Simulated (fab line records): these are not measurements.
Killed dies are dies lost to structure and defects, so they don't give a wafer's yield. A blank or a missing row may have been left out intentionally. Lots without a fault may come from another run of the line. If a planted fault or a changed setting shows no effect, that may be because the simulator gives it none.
fab line records	flow n5_finfet	part 1 of 2: steps 1 to 26 of 33
record lots=5	wafers=15	last_day=17
route steps=1938 shown BEOL_M14@1762 BEOL_M15@1773
lots untouched by any fault: they come from a run of this same line in which no faults occurred
start_h: hours from the record's opening day to when the first of the lot's shown wafers began	wait_h: time in hours since the lot's previous step	" repeats the value in the row above	L1.1+2: a row that stands for several wafers	- no value, or no start given	* or withheld: withheld	< > ~ a bound
route shown NAME@n: NAME is a module with steps in the file, n the number in the route of the first one	usual: mean/standard deviation taken from wafers without a fault	same: alike in all rows	chamber/n: place in a boat	sites: per-site readings	_std_site: standard deviation of those values	_edge_site: the outer-site mean with the inner-site mean subtracted	radius_mm: for every site, how far away it sits from the centre of the wafer	mask NAME#n: copy n	behind: the tool/chamber that last shaped the wafer	hold: reason for holding the lot/hours on hold/outcome of the hold	device: which transistor (n, p or np) failed to switch	end of line: at the end of the route, the tests of the same wafers	for a step that has no rows: nothing shown but its recipe	killed: dies that structure and defects cost at the first sort, which is not the same as the wafer's yield	map: per-die view of a wafer (x killed, . not killed, _ where there is no die)
set.NAME: the run value of the setting; set.NAME@STEP: its run value at that earlier step	model.NAME: the simulator's own value behind a step, which no gauge read
certain route steps with their lots: each step a table, each wafer a row
services: a tool's chamber out of use, with start hour (start_h, from the record's first day; less than 0 if before it), hours out, and reason
## steps
# step N5_BEOL_M14_SPUTTER_43
# recipe material=TaN	target_thk_a=150	temp_c=50	bias_v=168.6	power_w=15000	chamber_pressure_pa=0.12	time_s=24.19
# usual throttle_valve_pct=29.6/0.94
lot.wafer	tool	chamber	start_h	wait_h	throttle_valve_pct
L077.3	pvd_sputter-02	-	268.58	0.0	30.3
L077.5	"	-	"	"	28.5
L077.6	"	-	"	"	30.3
L078.1	pvd_sputter-03	-	268.58	0.0	30.3
L078.2	"	-	"	"	28.4
L078.3	"	-	"	"	29.6
L089.1	pvd_sputter-03	-	345.20	0.0	28.4
L089.3	"	-	"	"	30.2
L089.5	"	-	"	"	29.1
L090.1	pvd_sputter-02	-	358.43	0.0	28.0
L090.5	"	-	"	"	30.5
L090.6	"	-	"	"	28.8
L097.1	pvd_sputter-01	-	376.06	0.0	31.2
L097.2	"	-	"	"	30.1
L097.3	"	-	"	"	30.3
# step N5_BEOL_M14_SPUTTER_44
# recipe material=Ta	target_thk_a=150	temp_c=50	bias_v=80	power_w=15000	chamber_pressure_pa=0.07	time_s=24.19
# usual throttle_valve_pct=29.6/0.94
lot.wafer	tool	chamber	start_h	wait_h	throttle_valve_pct
L077.3	pvd_sputter-02	-	268.66	0.0	30.4
L077.5	"	-	"	"	28.7
L077.6	"	-	"	"	30.4
L078.1	pvd_sputter-03	-	268.66	0.0	30.4
L078.2	"	-	"	"	28.3
L078.3	"	-	"	"	29.6
L089.1	pvd_sputter-03	-	345.28	0.0	28.2
L089.3	"	-	"	"	30.5
L089.5	"	-	"	"	29.4
L090.1	pvd_sputter-02	-	358.51	0.0	28.2
L090.5	"	-	"	"	30.5
L090.6	"	-	"	"	28.5
L097.1	pvd_sputter-01	-	376.14	0.0	31.6
L097.2	"	-	"	"	30.3
L097.3	"	-	"	"	30.1
# step N5_BEOL_M14_SPUTTER_45
# recipe material=Cu	target_thk_a=1000	temp_c=-20	bias_v=60	power_w=26000	chamber_pressure_pa=0.13	time_s=16.67
# usual throttle_valve_pct=29.6/0.96
lot.wafer	tool	chamber	start_h	wait_h	throttle_valve_pct
L077.3	pvd_sputter-02	-	268.74	0.0	30.5
L077.5	"	-	"	"	28.7
L077.6	"	-	"	"	30.3
L078.1	pvd_sputter-03	-	268.74	0.0	30.5
L078.2	"	-	"	"	28.0
L078.3	"	-	"	"	29.6
L089.1	pvd_sputter-03	-	345.36	0.0	28.4
L089.3	"	-	"	"	30.4
L089.5	"	-	"	"	29.4
L090.1	pvd_sputter-02	-	358.59	0.0	28.3
L090.5	"	-	"	"	30.6
L090.6	"	-	"	"	28.4
L097.1	pvd_sputter-01	-	376.22	0.0	31.4
L097.2	"	-	"	"	30.4
L097.3	"	-	"	"	30.4
# step N5_BEOL_M14_ECD_47
# recipe material=Cu	target_thk_a=12480
lot.wafer	tool	chamber	start_h	wait_h
L078.1+2+3	ecd_cu-01	0,1,1	268.86	0.1
L077.3+5+6	ecd_cu-02	1,1,0	268.91	0.1
L089.1+3+5	ecd_cu-01	0	345.48	0.1
L090.1+5+6	ecd_cu-02	1,1,0	358.71	0.1
L097.1+2+3	ecd_cu-01	0,1,0	376.34	0.1
# step N5_BEOL_M14_ANNEAL_48
# recipe temp_c=225	time_s=90	ambient=N2
# usual anneal_temp_c=224.98/0.16	wafer_temp_C_max=226.5/0.34
lot.wafer	tool	chamber	start_h	wait_h	anneal_temp_c	wafer_temp_C_max
L078.1	rtp_anneal-01	0	269.11	0.2	225.14	226.6
L078.2	"	0	"	"	225.02	227.0
L078.3	"	0	"	"	224.89	226.4
L077.3	rtp_anneal-02	0	269.13	0.2	224.96	226.2
L077.5	"	0	"	"	225.13	226.3
L077.6	"	0	"	"	225.10	226.3
L089.1	rtp_anneal-02	0	345.67	0.1	225.07	226.0
L089.3	"	0	"	"	224.91	226.4
L089.5	"	0	"	"	224.79	226.9
L090.1	rtp_anneal-01	0	358.89	0.1	225.00	226.5
L090.5	"	0	"	"	225.20	226.9
L090.6	"	0	"	"	225.08	226.0
L097.1	rtp_anneal-01	0	376.70	0.3	224.93	226.8
L097.2	"	0	"	"	224.86	227.0
L097.3	"	0	"	"	225.08	227.0
# step N5_BEOL_M14_CMP_49
# recipe stop_on=SiO2	t_overpolish_s=5.2	down_force_psi=2	platen_rpm=80	clearing_platen_down_force_psi=2	clearing_platen_rpm=80	post_cmp_clean=cu_alkaline	target_thk_nm=560	clearing_platen_pad_velocity_m_s=1.5917	pad_velocity_m_s=1.5917
# usual barrier_field_endpoint_s=11.3/0.3	motor_current_A=7.9/0.69	overpolish_run_s=5.200/0.0084	platen_rpm=80.00/0.051	slurry_flow_ml_min=149.9/0.46	time_to_endpoint_s=122/4.8
lot.wafer	tool	chamber	start_h	wait_h	barrier_field_endpoint_s	motor_current_A	overpolish_run_s	platen_rpm	slurry_flow_ml_min	time_to_endpoint_s
L078.2	cmp-03	2	269.40	0.2	11.8	6.6	5.205	80.07	149.3	127
L078.3	"	3	"	"	11.7	8.8	5.184	80.03	149.5	121
L078.1	"	1	"	"	11.2	8.2	5.197	80.05	149.6	114
L077.3	cmp-02	0	269.42	0.2	10.9	8.8	5.211	80.02	148.8	114
L077.6	"	2	"	"	11.3	9.1	5.196	79.99	149.9	127
L077.5	"	3	"	"	10.9	7.3	5.187	80.10	150.0	115
L089.1	cmp-01	0	346.02	0.3	11.1	8.0	5.213	80.05	149.6	120
L089.3	"	1	"	"	11.3	7.1	5.200	79.95	150.8	123
L089.5	"	0	"	"	11.1	7.8	5.189	79.99	149.7	122
L090.1	cmp-03	1	359.27	0.3	10.9	8.6	5.198	79.95	150.4	117
L090.6	"	3	"	"	11.2	8.6	5.202	79.94	150.0	123
L090.5	"	0	"	"	10.9	7.2	5.196	80.05	149.5	119
L097.1	cmp-01	0	377.00	0.3	10.9	7.8	5.201	80.06	149.7	117
L097.3	"	2	"	"	11.0	8.6	5.201	80.00	150.6	116
L097.2	"	3	"	"	10.6	8.0	5.212	80.03	150.5	114
# step N5_BEOL_M14_THK_MEAS_50
# recipe thk_meas_gauge=xrf	reads=Cu_of_BEOL_M14_ECD_47
# usual M14_THK=566/19
lot.wafer	tool	chamber	start_h	wait_h	M14_THK[nm]
L077.3	film_metro-02	-	269.64	-	594
L077.5	"	-	"	"	553
L077.6	"	-	"	"	585
L078.1	film_metro-01	-	269.70	-	585
L078.2	"	-	"	"	558
L078.3	"	-	"	"	565
L089.1	film_metro-01	-	346.28	-	542
L089.3	"	-	"	"	589
L089.5	"	-	"	"	546
L090.1	film_metro-02	-	359.49	-	579
L090.5	"	-	"	"	580
L090.6	"	-	"	"	574
L097.1	film_metro-01	-	377.29	-	563
L097.2	"	-	"	"	577
L097.3	"	-	"	"	557
# step N5_BEOL_M14_PRE_CLEAN_52
# recipe gas=NH3	time_s=15	temp_c=withheld	rf_power_w=300
lot.wafer	tool	chamber	start_h	wait_h
L077.3+5+6	pecvd-04	0,0,1	269.67	0.0
L078.1+2+3	pecvd-02	2,0,1	269.73	0.0
L089.1+3+5	pecvd-01	1,0,2	346.31	0.0
L090.1+5+6	pecvd-04	0,2,0	359.53	0.0
L097.1+2+3	pecvd-02	1,0,2	377.33	0.0
# step N5_BEOL_M14_DEP_53
# recipe material=SiCN	target_thk_a=500	temp_c=withheld	precursor=3MS/NH3	pressure_torr=3	rf_w=675	time_s=17.8
# usual showerhead_plenum_p_Torr=4.150/0.028	throttle_valve_pct=17.9/0.54
lot.wafer	tool	chamber	start_h	wait_h	showerhead_plenum_p_Torr	throttle_valve_pct
L077.3	pecvd-04	0	269.70	0.0	4.140	18.6
L077.5	"	0	"	"	4.148	18.8
L077.6	"	1	"	"	4.181	17.7
L078.1	pecvd-02	2	269.76	0.0	4.110	18.3
L078.2	"	0	"	"	4.189	17.9
L078.3	"	1	"	"	4.105	17.8
L089.1	pecvd-01	1	346.34	0.0	4.153	17.8
L089.3	"	0	"	"	4.140	18.5
L089.5	"	2	"	"	4.130	17.2
L090.1	pecvd-04	0	359.55	0.0	4.134	18.6
L090.5	"	2	"	"	4.169	17.4
L090.6	"	0	"	"	4.152	19.0
L097.1	pecvd-02	1	377.35	0.0	4.102	17.7
L097.2	"	0	"	"	4.196	17.8
L097.3	"	2	"	"	4.108	18.8
# step N5_BEOL_M14_RS_MEAS_54
# recipe thk_meas_gauge=four-point-probe	reads=Cu_of_BEOL_M14_ECD_47+Ta_of_BEOL_M14_SPUTTER_44+TaN_of_BEOL_M14_SPUTTER_43
# usual M14_RS=0.0333/0.0011
lot.wafer	tool	chamber	start_h	wait_h	M14_RS[ohm/sq]
L077.3	film_metro-01	-	269.77	0.1	0.0320
L077.5	"	-	"	"	0.0345
L077.6	"	-	"	"	0.0327
L078.1	film_metro-01	-	269.83	0.0	0.0320
L078.2	"	-	"	"	0.0335
L078.3	"	-	"	"	0.0329
L089.1	film_metro-01	-	346.41	0.0	0.0348
L089.3	"	-	"	"	0.0319
L089.5	"	-	"	"	0.0345
L090.1	film_metro-01	-	359.62	0.0	0.0324
L090.5	"	-	"	"	0.0324
L090.6	"	-	"	"	0.0327
L097.1	film_metro-02	-	377.42	0.0	0.0333
L097.2	"	-	"	"	0.0323
L097.3	"	-	"	"	0.0334
# step N5_BEOL_M14_INSPECT_55
# recipe inspect_instrument=darkfield	mode=post_dep
# usual raw_defect_count=69/26
lot.wafer	tool	chamber	start_h	wait_h	raw_defect_count
L077.3	defect_inspect-01	-	269.79	0.0	51
L077.5	"	-	"	"	48
L077.6	"	-	"	"	64
L078.1	defect_inspect-02	-	269.85	0.0	66
L078.2	"	-	"	"	86
L078.3	"	-	"	"	55
L089.1	defect_inspect-02	-	346.43	0.0	48
L089.3	"	-	"	"	61
L089.5	"	-	"	"	54
L090.1	defect_inspect-02	-	359.64	0.0	134
L090.5	"	-	"	"	141
L090.6	"	-	"	"	97
L097.1	defect_inspect-01	-	377.45	0.0	168
L097.2	"	-	"	"	61
L097.3	"	-	"	"	73
# step N5_BEOL_M15_ILD_DEP_00
# recipe material=SiO2	target_thk_a=16293	temp_c=400	precursor=TEOS/O2	pressure_torr=6.5	rf_w=900	teos_flow_sccm=161.4	gas=O2	flow_sccm=2650	time_s=346.1
# usual heater_power_w=531/99	showerhead_plenum_p_Torr=8.341/0.027	throttle_valve_pct=18.4/0.51
lot.wafer	tool	chamber	start_h	wait_h	heater_power_w	showerhead_plenum_p_Torr	throttle_valve_pct
L077.3	pecvd-03	1	269.83	0.0	437	8.355	18.4
L077.5	"	2	"	"	442	8.320	17.7
L077.6	"	1	"	"	513	8.321	18.4
L078.1	pecvd-04	0	269.89	0.0	497	8.331	19.2
L078.2	"	1	"	"	509	8.381	18.0
L078.3	"	2	"	"	613	8.372	17.7
L089.1	pecvd-03	1	346.47	0.0	464	8.326	18.6
L089.3	"	2	"	"	550	8.350	18.0
L089.5	"	2	"	"	432	8.317	17.8
L090.1	pecvd-01	0	359.68	0.0	342	8.322	18.5
L090.5	"	1	"	"	653	8.320	18.6
L090.6	"	0	"	"	423	8.308	19.0
L097.1	pecvd-03	1	377.48	0.0	509	8.343	18.2
L097.2	"	0	"	"	671	8.384	18.4
L097.3	"	2	"	"	567	8.330	17.7
# step N5_BEOL_M15_THK_MEAS_01
# recipe reads=SiO2_of_BEOL_M15_ILD_DEP_00
# usual M15_ILD_THK=1634/20
lot.wafer	tool	chamber	start_h	wait_h	M15_ILD_THK[nm]
L077.3	film_metro-01	-	270.08	0.1	1635
L077.5	"	-	"	"	1683
L077.6	"	-	"	"	1668
L078.1	film_metro-01	-	270.14	0.1	1605
L078.2	"	-	"	"	1630
L078.3	"	-	"	"	1640
L089.1	film_metro-01	-	346.72	0.1	1605
L089.3	"	-	"	"	1614
L089.5	"	-	"	"	1636
L090.1	film_metro-02	-	359.93	0.1	1609
L090.5	"	-	"	"	1648
L090.6	"	-	"	"	1638
L097.1	film_metro-02	-	377.73	0.1	1604
L097.2	"	-	"	"	1601
L097.3	"	-	"	"	1634
# step N5_BEOL_M15_COAT_58
# recipe resist=BARC	temp_c=205	time_s=60	spin_rpm=1500	resist_thk_nm=89
lot.wafer	tool	chamber	start_h	wait_h
L077.3+5+6	litho_track-03	0	270.11	0.0
L078.1+2+3	litho_track-02	0	270.17	0.0
L089.1+3+5	litho_track-04	0	346.75	0.0
L090.1+5+6	litho_track-02	0	359.96	0.0
L097.1+2+3	litho_track-02	0	377.76	0.0
# step N5_BEOL_M15_COAT_04
# recipe spin_rpm=1704	resist_thk_nm=800
lot.wafer	tool	chamber	start_h	wait_h
L077.3+5+6	litho_track-03	0	-	-
L078.1+2+3	litho_track-02	0	-	-
L089.1+3+5	litho_track-04	0	-	-
L090.1+5+6	litho_track-02	0	-	-
L097.1+2+3	litho_track-02	0	-	-
# step N5_BEOL_M15_EBR_06
# recipe solvent=PGMEA	ebr_width_mm=1.5
lot.wafer	tool	chamber	start_h	wait_h
L077.3+5+6	litho_track-03	0	-	-
L078.1+2+3	litho_track-02	0	-	-
L089.1+3+5	litho_track-04	0	-	-
L090.1+5+6	litho_track-02	0	-	-
L097.1+2+3	litho_track-02	0	-	-
# step N5_BEOL_M15_SOFTBAKE_05
# recipe temp_c=130	time_s=60
lot.wafer	tool	chamber	start_h	wait_h
L077.3+5+6	litho_track-03	0	-	-
L078.1+2+3	litho_track-02	0	-	-
L089.1+3+5	litho_track-04	0	-	-
L090.1+5+6	litho_track-02	0	-	-
L097.1+2+3	litho_track-02	0	-	-
# step N5_BEOL_M15_EXPOSE_07
# recipe mask_id=V14	na=0.8	source_shape=annular	sigma_inner=0.5	sigma_outer=0.8	polarization=unpolarized	attpsm_phase_deg=180	dose_mj=41.25
lot.wafer	tool	chamber	start_h	wait_h	mask
L077.3+5+6	krf_scanner-02	0	270.34	-	V14#0
L078.1+2+3	krf_scanner-01	0	270.49	-	V14#0
L089.1+3+5	krf_scanner-01	0	346.85	-	V14#0
L090.1+5+6	krf_scanner-02	0	360.19	-	V14#0
L097.1+2+3	krf_scanner-02	0	377.86	-	V14#0
# step N5_BEOL_M15_PEB_08
# recipe peb_temp_c=130	peb_time_s=90
lot.wafer	tool	chamber	start_h	wait_h
L077.3+5+6	litho_track-02	0	270.39	0.0
L078.1+2+3	litho_track-03	0	270.55	0.1
L089.1+3+5	litho_track-04	0	346.91	0.1
L090.1+5+6	litho_track-03	0	360.24	0.1
L097.1+2+3	litho_track-02	0	377.92	0.1
# step N5_BEOL_M15_DEVELOP_09
# recipe develop_time_s=45	rinse_liquid=diw	dry=air_spin	dev_temp_c=21
lot.wafer	tool	chamber	start_h	wait_h
L077.3+5+6	litho_track-02	0	-	-
L078.1+2+3	litho_track-03	0	-	-
L089.1+3+5	litho_track-04	0	-	-
L090.1+5+6	litho_track-03	0	-	-
L097.1+2+3	litho_track-02	0	-	-
# step N5_BEOL_M15_HARDBAKE_14
# recipe temp_c=130	time_s=120
lot.wafer	tool	chamber	start_h	wait_h
L077.3+5+6	litho_track-02	0	-	-
L078.1+2+3	litho_track-03	0	-	-
L089.1+3+5	litho_track-04	0	-	-
L090.1+5+6	litho_track-03	0	-	-
L097.1+2+3	litho_track-02	0	-	-
# step N5_BEOL_M15_CD_MEAS_10
# recipe target_cd_nm=360	landing_energy_ev=500	detector=se_inlens	polarity=opening
# usual cd_nm=360.0/1.8
lot.wafer	tool	chamber	start_h	wait_h	cd_nm
L077.3	cd_sem-03	0	270.51	-	361.8
L077.5	"	0	"	"	360.6
L077.6	"	0	"	"	358.9
L078.1	cd_sem-02	0	270.67	-	361.8
L078.2	"	0	"	"	361.1
L078.3	"	0	"	"	358.9
L089.1	cd_sem-01	0	347.02	-	356.9
L089.3	"	0	"	"	359.8
L089.5	"	0	"	"	359.1
L090.1	cd_sem-03	0	360.36	-	362.5
L090.5	"	0	"	"	362.1
L090.6	"	0	"	"	363.6
L097.1	cd_sem-03	0	378.04	-	358.0
L097.2	"	0	"	"	359.3
L097.3	"	0	"	"	359.1
# step N5_BEOL_M15_OVL_MEAS_11
# recipe points_per_wafer=44
# usual V14_OVL=-1/5.6
lot.wafer	tool	chamber	start_h	wait_h	V14_OVL[nm]
L077.3	overlay-01	0	270.54	0.0	9
L077.5	"	0	"	"	7
L077.6	"	0	"	"	2
L078.1	overlay-01	0	270.70	0.0	-1
L078.2	"	0	"	"	-6
L078.3	"	0	"	"	1
L089.1	overlay-01	0	347.05	0.0	-10
L089.3	"	0	"	"	-8
L089.5	"	0	"	"	-18
L090.1	overlay-01	0	360.39	0.0	4
L090.5	"	0	"	"	5
L090.6	"	0	"	"	0
L097.1	overlay-01	0	378.07	0.0	5
L097.2	"	0	"	"	1
L097.3	"	0	"	"	-4
# step N5_BEOL_M15_INSPECT_12
# recipe mode=adi	inspect_instrument=macro
# usual raw_defect_count=1.8/1.4
lot.wafer	tool	chamber	start_h	wait_h	raw_defect_count
L077.3	defect_inspect-02	-	270.56	0.0	2
L077.5	"	-	"	"	2
L077.6	"	-	"	"	0
L078.1	defect_inspect-02	-	270.72	0.0	4
L078.2	"	-	"	"	6
L078.3	"	-	"	"	3
L089.1	defect_inspect-01	-	347.08	0.0	2
L089.3	"	-	"	"	1
L089.5	"	-	"	"	7
L090.1	defect_inspect-01	-	360.41	0.0	2
L090.5	"	-	"	"	4
L090.6	"	-	"	"	0
L097.1	defect_inspect-02	-	378.09	0.0	2
L097.2	"	-	"	"	0
L097.3	"	-	"	"	1
# step N5_BEOL_M15_DESCUM_15
# recipe chemistry=O2	time_s=7.9	source_power_w=50	bias_power_w=20	pressure_mtorr=20	rf_frequency_hz=2.712e+07	temp_c=40	o2_flow_sccm=225
# usual bias_power_w=20.00/0.062	drypump_motor_current_A=5.6/0.37	o2_flow_sccm=224.9/0.68	oes_product_au=0.81/0.087	rf_vpp_V=243.1/1.5	showerhead_plenum_p_Torr=2.09/0.089	throttle_valve_pct=20.34/0.25
lot.wafer	tool	chamber	start_h	wait_h	bias_power_w	drypump_motor_current_A	o2_flow_sccm	oes_product_au	rf_hours_counter_h	rf_vpp_V	showerhead_plenum_p_Torr	throttle_valve_pct
L077.3	rie_diel-05	1	270.59	0.0	19.99	6.1	226.0	0.90	25	244.1	2.23	20.25
L077.5	"	2	"	"	20.01	5.3	225.0	0.96	-	243.2	2.16	20.70
L077.6	"	1	"	"	19.93	6.1	225.3	0.89	-	245.8	2.23	20.23
L078.1	rie_diel-02	1	270.75	0.0	20.03	5.9	224.2	0.90	25	242.3	2.05	19.81
L078.2	"	2	"	"	19.99	5.5	223.9	0.84	52	242.8	2.04	20.17
L078.3	"	0	"	"	19.97	5.3	224.6	0.81	69	242.5	2.12	20.25
L089.1	rie_diel-02	2	347.11	0.0	20.08	5.5	225.1	0.82	64	241.8	2.03	20.17
L089.3	"	1	"	"	20.05	5.9	224.9	0.85	51	243.6	2.04	19.83
L089.5	"	1	"	"	20.03	5.8	225.8	0.85	-	240.0	2.04	19.85
L090.1	rie_diel-05	3	360.94	0.5	20.03	5.8	224.9	0.67	233	240.7	1.96	20.50
L090.5	"	2	"	"	20.02	5.3	225.8	0.88	-	243.4	2.15	20.76
L090.6	"	3	"	"	20.01	5.7	225.4	0.67	-	240.2	1.96	20.51
L097.1	rie_diel-05	0	378.22	0.1	19.98	5.5	225.6	0.69	221	240.6	1.99	20.72
L097.2	"	1	"	"	20.08	6.2	223.7	0.84	57	246.5	2.22	20.28
L097.3	"	3	"	"	20.04	5.8	225.6	0.67	239	242.0	1.95	20.53
# step N5_BEOL_M15_ETCH_59
# recipe chemistry=N2/H2	target=BARC	target_depth_a=890	overetch_a=267	time_s=67.9	ion_energy_ev=200	pressure_mtorr=30	source_w=840	bias_w=150	n2_flow_sccm=200	h2_flow_sccm=200
# usual drypump_motor_current_A=5.6/0.37	oes_product_au=0.69/0.069	rf_vpp_V=524/3	showerhead_plenum_p_Torr=2.53/0.11	throttle_valve_pct=17.77/0.27
lot.wafer	tool	chamber	start_h	wait_h	drypump_motor_current_A	oes_product_au	rf_hours_counter_h	rf_vpp_V	showerhead_plenum_p_Torr	throttle_valve_pct
L077.3	rie_diel-05	1	270.63	0.0	6.1	0.75	25	529	2.71	17.65
L077.5	"	2	"	"	5.2	0.80	-	526	2.60	18.02
L077.6	"	1	"	"	6.1	0.75	-	528	2.71	17.65
L078.1	rie_diel-02	1	270.79	0.0	5.9	0.77	25	522	2.48	17.19
L078.2	"	2	"	"	5.6	0.71	52	522	2.48	17.65
L078.3	"	0	"	"	5.3	0.69	69	524	2.57	17.70
L089.1	rie_diel-02	2	347.15	0.0	5.6	0.69	64	522	2.48	17.65
L089.3	"	1	"	"	5.8	0.74	51	523	2.47	17.23
L089.5	"	1	"	"	5.8	0.74	-	523	2.47	17.25
L090.1	rie_diel-05	3	360.97	0.0	5.7	0.60	233	520	2.40	18.14
L090.5	"	2	"	"	5.3	0.75	-	526	2.59	18.07
L090.6	"	3	"	"	5.8	0.60	-	520	2.40	18.12
L097.1	rie_diel-05	0	378.26	0.0	5.4	0.59	221	520	2.43	18.37
L097.2	"	1	"	"	6.1	0.71	57	528	2.70	17.70
L097.3	"	3	"	"	5.8	0.60	239	519	2.40	18.12
